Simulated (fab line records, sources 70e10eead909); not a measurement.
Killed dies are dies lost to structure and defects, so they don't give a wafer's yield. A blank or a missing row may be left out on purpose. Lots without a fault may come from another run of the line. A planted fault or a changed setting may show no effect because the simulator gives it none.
A struck lot beside a sound one | flow nand_harc | 17 steps out of a route of 1159
Sound: wafers L659.1, L659.2, L659.5. Struck: wafers L669.2, L669.3, L669.6. The cause comes at the end.
At each step with rows: each side's tool, then ch and its chambers, then its first start. Under that, the readings that differ: sound wafers | struck wafers | difference of the means | sigmas: that difference in standard deviations of wafers without a fault.
alike: readings whose means differ by less than 2 such deviations, and words and numbers that are the same on both sides. not compared: withheld readings, readings that some wafer has no value for, bounds like >300 that may hide the same value, and numbers for which the record gives no deviation and whose values overlap.
The two part at a step that has a row with sigmas, a row that says differs or no value, or rows on one side only. Numbers that don't overlap but have no deviation are shown without sigmas and don't part them. A reading that every wafer of one side lacks parts them only if that side has two wafers or more.

NHARC_A_M1_INSPECT_11:
  sound on defect_inspect-01, day 17 20:32; struck on defect_inspect-02, day 20 14:43
  alike: raw_defect_count
then, 2 steps without rows for these wafers: NHARC_A_M1_DESCUM_14 (chemistry O2, time 3 s); NHARC_A_M1_ETCH_35 (etches the open film in N2/H2, target depth 40 nm, overetch 12 nm, time 43.94 s).
NHARC_A_M1_ETCH_15: etches the open film in C4F8/Ar, target depth 182.5 nm, time 91.2 s.
  sound on rie_diel-11 ch 1,3; struck on rie_diel-03 ch 1,2,3
  alike: oes_product_au, rf_vpp_V
  not compared: rf_hours_counter_h
NHARC_A_M1_CD_MEAS_16:
  sound on cd_sem-03, day 17 20:55; struck on cd_sem-01, day 20 15:05
  alike: cd_nm
then, 3 steps without rows for these wafers: NHARC_A_M1_STRIP_18 (strips in N2/H2); NHARC_A_M1_ETCH_28 (etches the open film in CF4/N2, target depth 30 nm, time 72.99 s); NHARC_A_M1_STRIP_19 (strips in post etch residue remover, time 600 s).
NHARC_A_M1_DEGAS_29: time 60 s.
  sound on pvd_sputter-02, day 17 21:38; struck on pvd_sputter-01, day 20 15:48
  alike: heater_power_w
NHARC_A_M1_PRE_CLEAN_30: time 30 s.
  sound on pvd_sputter-02; struck on pvd_sputter-01
  alike: heater_power_w
NHARC_A_M1_PVD_20: deposits TaN, target thk 5 nm, time 8.06 s.
  sound on pvd_sputter-02; struck on pvd_sputter-01
  alike: throttle_valve_pct
NHARC_A_M1_PVD_21: deposits Cu, target thk 30 nm, time 20.49 s.
  sound on pvd_sputter-02; struck on pvd_sputter-01
  alike: throttle_valve_pct
NHARC_A_M1_ECD_22: material Cu, target thk 400 nm.
  sound on ecd_cu-01 ch 0,1, day 17 21:59; struck on ecd_cu-02 ch 0, day 20 16:13
then, 1 step without rows for these wafers: NHARC_A_M1_ANNEAL_31 (time 90 s).
NHARC_A_M1_CMP_23: polishes, t overpolish 20 s, target thk 154.34 nm.
  sound on cmp-01 ch 0,2, day 17 22:44; struck on cmp-04 ch 0,1,3, day 20 16:56
  reading                | sound          | struck         | difference | sigmas
  time_to_endpoint_s (s) | 30.9 28.7 28.8 | 13.1 12.9 10.8 | -17.2      | -9
  alike: motor_current_A
NHARC_A_M1_THK_MEAS_24: measures by xrf.
  sound on film_metro-01, day 17 23:03; struck on film_metro-01, day 20 17:12
  alike: thk_nm
NHARC_END_SORT_01:
  the record has rows for the struck wafers here (prober-01 ch 0, day 22 03:17) and none for the sound ones

WHERE THEY PART
First at NHARC_A_M1_CMP_23; last, within this record, at NHARC_END_SORT_01.

WHY: what the simulator had put in
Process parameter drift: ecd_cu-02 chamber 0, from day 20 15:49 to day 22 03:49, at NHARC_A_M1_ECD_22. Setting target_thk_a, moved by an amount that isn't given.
